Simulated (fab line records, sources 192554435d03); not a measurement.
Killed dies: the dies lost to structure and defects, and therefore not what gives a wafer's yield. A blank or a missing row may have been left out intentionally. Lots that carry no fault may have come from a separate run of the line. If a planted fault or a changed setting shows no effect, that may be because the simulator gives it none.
Split-lot study | flow n5-finfet | route with 1938 steps; 7 lots, 21 wafers read

== ABOUT THE SPLIT ==
At N5_BEOL_M2_DESCUM_33 (chemistry O2, time 7 s), the setting time-s was moved away from the recipe's 7 s on 4 of the 21 wafers read, by -18.8% to +15.5%. This setting was run at the recipe's value on the other wafers.

== FROM THE SPLIT TO THE READING: what the file shows between them, 3 steps ==
- N5_BEOL_M2_ETCH_77: etches underlayer in N2/H2, target depth 6.5 nm, time 5.2 s
- N5_BEOL_M2_ETCH_69: etches SiARC in CF4, target depth 15.6 nm, time 26 s
- N5_BEOL_M2_ALD_98: deposits SiO2, target thk 2.5 nm, pulse time 1 s, co reactant pulse time 1 s

== THE READING ==
CAR-EUV_of_BEOL_M2_COAT_22.thk-nm (the simulator's own value, which no gauge read), in nm, at N5_BEOL_M2_ETCHBACK_99 (etches SiO2 in CHF3, target depth 5 nm, time 10.4 s). The file does not state a usual value for it. Across the 17 wafers here that went through the recipe, the average is 10.4 nm and the standard deviation 0.1 nm.

wafer  | tool, chamber at the split | time-s as run, s | against the recipe | CAR-EUV_of_BEOL_M2_COAT_22.thk-nm, nm | against lot-mates on the recipe
L074.2 | rie-diel-02, 0,1           | 7                | recipe             | 10.4                                  | -
L074.6 | rie-diel-02, 0,1           | 7                | recipe             | 10.4                                  | -
L074.4 | rie-diel-02, 3             | 5.681            | -18.8%             | 11.2                                  | +0.8
L077.1 | rie-diel-04, 3             | 7.515            | +7.4%              | 10.2                                  | -0.2
L077.4 | rie-diel-04, 2             | 7                | recipe             | 10.4                                  | -
L077.6 | rie-diel-04, 3             | 7                | recipe             | 10.4                                  | -
L078.1 | rie-diel-04, 0,3           | 7                | recipe             | 10.2                                  | -
L078.2 | rie-diel-04, 2             | 5.872            | -16.1%             | 10.8                                  | +0.5
L078.4 | rie-diel-04, 0,3           | 7                | recipe             | 10.4                                  | -
L082.1 | rie-diel-02, 1,3           | 7                | recipe             | 10.4                                  | -
L082.2 | rie-diel-02, 1,3           | 7                | recipe             | 10.4                                  | -
L082.3 | rie-diel-02, 0             | 7                | recipe             | 10.4                                  | -
L083.2 | rie-diel-06, 2,3           | 7                | recipe             | 10.4                                  | -
L083.5 | rie-diel-06, 2,3           | 7                | recipe             | 10.4                                  | -
L083.6 | rie-diel-06, 2             | 8.088            | +15.5%             | 9.8                                   | -0.6
L087.1 | rie-diel-02, 3,2           | 7                | recipe             | 10.4                                  | -
L087.2 | rie-diel-02, 1             | 7                | recipe             | 10.4                                  | -
L087.4 | rie-diel-02, 3,2           | 7                | recipe             | 10.6                                  | -
L093.1 | rie-diel-02, 0,2,0         | 7                | recipe             | 10.2                                  | -
L093.3 | rie-diel-02, 0,2,0         | 7                | recipe             | 10.2                                  | -
L093.5 | rie-diel-02, 0,2,0         | 7                | recipe             | 10.2                                  | -
The file does not say which wafer passed through which chamber wherever a row lists several chambers: such a row stands for several wafers.

THE FIT
A straight line over all 21 wafers: CAR-EUV_of_BEOL_M2_COAT_22.thk-nm changes by -0.0359 nm for each +1% of time-s; r = -0.91; the points scatter about the line by 0.11 nm.
The same after taking each lot's own level away (the mean of its wafers on the recipe; 21 wafers): -0.0372 nm for each +1%; r = -0.97; scatter 0.062 nm.
Per that fit: largest time-s move, reading shift of 0.7 nm.
The span of the lots' own levels, 10.20 to 10.47 nm, comes to 2.6 times the standard deviation stated above.
Consequently the slope shifts little with the lot-to-lot level, the two slopes agreeing.
Check: +0.635 nm against its lot-mates is what the line predicts for one of the wafers moved furthest among these (-18.8%) when that wafer is left out of the fit. Against them it came out at +0.8 nm.

== OTHER SPLITS ON THESE WAFERS ==
Before the reading, these wafers also passed through other splits. Each is held against what the fit with the lots' levels taken away leaves over:
other split on the same wafers | wafers away from the commonest value | r with CAR-EUV_of_BEOL_M2_COAT_22.thk-nm (lot level and that fit taken away)
N5_BEOL_M2_EXPOSE_08 dose-mj   | 7                                    | -0.27

== THE WHOLE CHAIN: every reading that the file lists as answering this split, in the file's order ==
step                   | what it does                                                | reading                                                                            | change (the file's fit)                | r (the file's)
N5_BEOL_M2_DESCUM_33   | chemistry O2, time 7 s                                      | CAR-EUV_of_BEOL_M2_COAT_22.thk-nm (the simulator's own value, which no gauge read) | -0.0357 nm for each +1% of the setting | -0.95
N5_BEOL_M2_ETCH_77     | etches underlayer in N2/H2, target depth 6.5 nm, time 5.2 s | CAR-EUV_of_BEOL_M2_COAT_22.thk-nm (the simulator's own value, which no gauge read) | -0.0348 nm for each +1% of the setting | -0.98
N5_BEOL_M2_ETCH_69     | etches SiARC in CF4, target depth 15.6 nm, time 26 s        | CAR-EUV_of_BEOL_M2_COAT_22.thk-nm (the simulator's own value, which no gauge read) | -0.034 nm for each +1% of the setting  | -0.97
N5_BEOL_M2_ETCHBACK_99 | etches SiO2 in CHF3, target depth 5 nm, time 10.4 s         | CAR-EUV_of_BEOL_M2_COAT_22.thk-nm (the simulator's own value, which no gauge read) | -0.0373 nm for each +1% of the setting | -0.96

== FILE'S OWN FIT ==
CAR-EUV_of_BEOL_M2_COAT_22.thk-nm changes by -0.0373 nm for each +1% of time-s, r = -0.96.
